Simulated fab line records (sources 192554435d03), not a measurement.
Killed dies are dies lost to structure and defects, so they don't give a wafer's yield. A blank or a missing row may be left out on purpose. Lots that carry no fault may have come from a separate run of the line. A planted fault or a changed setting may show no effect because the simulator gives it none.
Matching of chambers	flow n5_finfet	N5_DUMMY_GATE_ALD_02 on ald_sin-01: 4 sister chambers
The step deposits SiO2, target thk 2 nm, pulse time 1 s. 8 wafers are shown with their chamber, then 11 later ones without.

## WAFERS PAIRED WITH THEIR CHAMBERS
wafer	chamber	heater_power_w (W)	precursor_pulse_height_rel
L084.2	0	499	1.009
L084.3	1	397	0.994
L087.2	3	500	1.003
L087.3	1	388	1.009
L090.2	2	447	1.025
L090.5	3	501	1.049
L090.6	2	465	0.980
L091.2	0	500	0.998

## WAFERS MISSING THEIR CHAMBER
wafer	heater_power_w (W)	precursor_pulse_height_rel
L091.5	491	1.007
L091.6	394	0.978
L092.1	398	0.983
L092.4	501	1.033
L092.6	453	1.014
L094.1	509	1.000
L094.2	503	0.977
L094.6	471	1.002
L095.1	511	0.974
L095.2	462	0.985
L095.4	402	0.993

## THE CHAMBER EACH PASSED THROUGH
wafer	from the rows above	in truth
L091.5	can't be placed: 0 or 3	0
L091.6	1	1
L092.1	1	1
L092.4	can't be placed: 3 or 0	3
L092.6	2	2
L094.1	can't be placed: 0 or 3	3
L094.2	can't be placed: 0 or 3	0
L094.6	can't be placed: 2 or 0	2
L095.1	can't be placed: 0 or 3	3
L095.2	2	2
L095.4	1	1
Correct placement for 5 of the 11. From these rows, 6 cannot be placed; in 6 the true chamber is one of the candidates. Number placed wrongly: 0.
How it was worked out, from the rows above alone: a wafer's distance from a chamber is the root of the sum, over the readings, of the square of ((its reading less the chamber's mean) divided by the reading's scatter). If the next closest chamber is less than 2 further off than the closest, the wafer can't be placed; otherwise it belongs to the closest. A chamber's mean is the mean of its shown wafers. The scatter: take each reading less its chamber's mean, square it, sum over the shown wafers, divide by the number of wafers less the number of chambers, and take the root.
